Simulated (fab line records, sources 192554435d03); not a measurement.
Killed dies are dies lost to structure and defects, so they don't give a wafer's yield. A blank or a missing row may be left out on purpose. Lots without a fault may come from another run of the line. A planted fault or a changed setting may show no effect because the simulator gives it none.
Chamber matching | flow n5_finfet | N5_BEOL_M0_DEP_125 on pecvd-02: 3 sister chambers
The step deposits SiCN from 3MS/NH3, target thk 8 nm, time 14 s. 3 wafers are shown with their chamber, then 12 later ones without.

WAFERS WITH THEIR CHAMBER
wafer  | chamber | throttle_valve_pct (%)
L086.3 | 2       | 9.0
L088.5 | 0       | 9.4
L088.6 | 1       | 8.9

WAFERS WITHOUT THEIR CHAMBER
wafer  | throttle_valve_pct (%)
L094.2 | 8.6
L094.3 | 8.6
L094.4 | 9.2
L095.3 | 8.9
L095.4 | 8.5
L095.5 | 8.4
L096.1 | 8.8
L096.2 | 8.7
L096.3 | 8.9
L096.4 | 8.6
L096.5 | 8.8
L096.6 | 8.7

WHICH CHAMBER EACH WENT THROUGH
wafer  | from the rows above          | in truth
L094.2 | can't be placed: 1 or 2 or 0 | 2
L094.3 | can't be placed: 1 or 2 or 0 | 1
L094.4 | can't be placed: 2 or 0 or 1 | 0
L095.3 | can't be placed: 1 or 2 or 0 | 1
L095.4 | can't be placed: 1 or 2 or 0 | 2
L095.5 | can't be placed: 1 or 2 or 0 | 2
L096.1 | can't be placed: 1 or 2 or 0 | 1
L096.2 | can't be placed: 1 or 2 or 0 | 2
L096.3 | can't be placed: 1 or 2 or 0 | 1
L096.4 | can't be placed: 1 or 2 or 0 | 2
L096.5 | can't be placed: 1 or 2 or 0 | 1
L096.6 | can't be placed: 1 or 2 or 0 | 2
Placed correctly: 0 of 12. Can't be placed from these rows: 12 (the true chamber is among the candidates in 12). Placed wrongly: 0.
How it was worked out, from the rows above alone: a wafer's distance from a chamber is the root of the sum, over the readings, of the square of ((its reading less the chamber's mean) divided by the reading's scatter). The wafer belongs to the nearest chamber; if the next one is less than 2 further off, it can't be placed. A chamber's mean is the mean of its shown wafers. The scatter: with one shown wafer a chamber, the root of the mean of the squares of how far each hidden wafer lies from its nearest shown one.
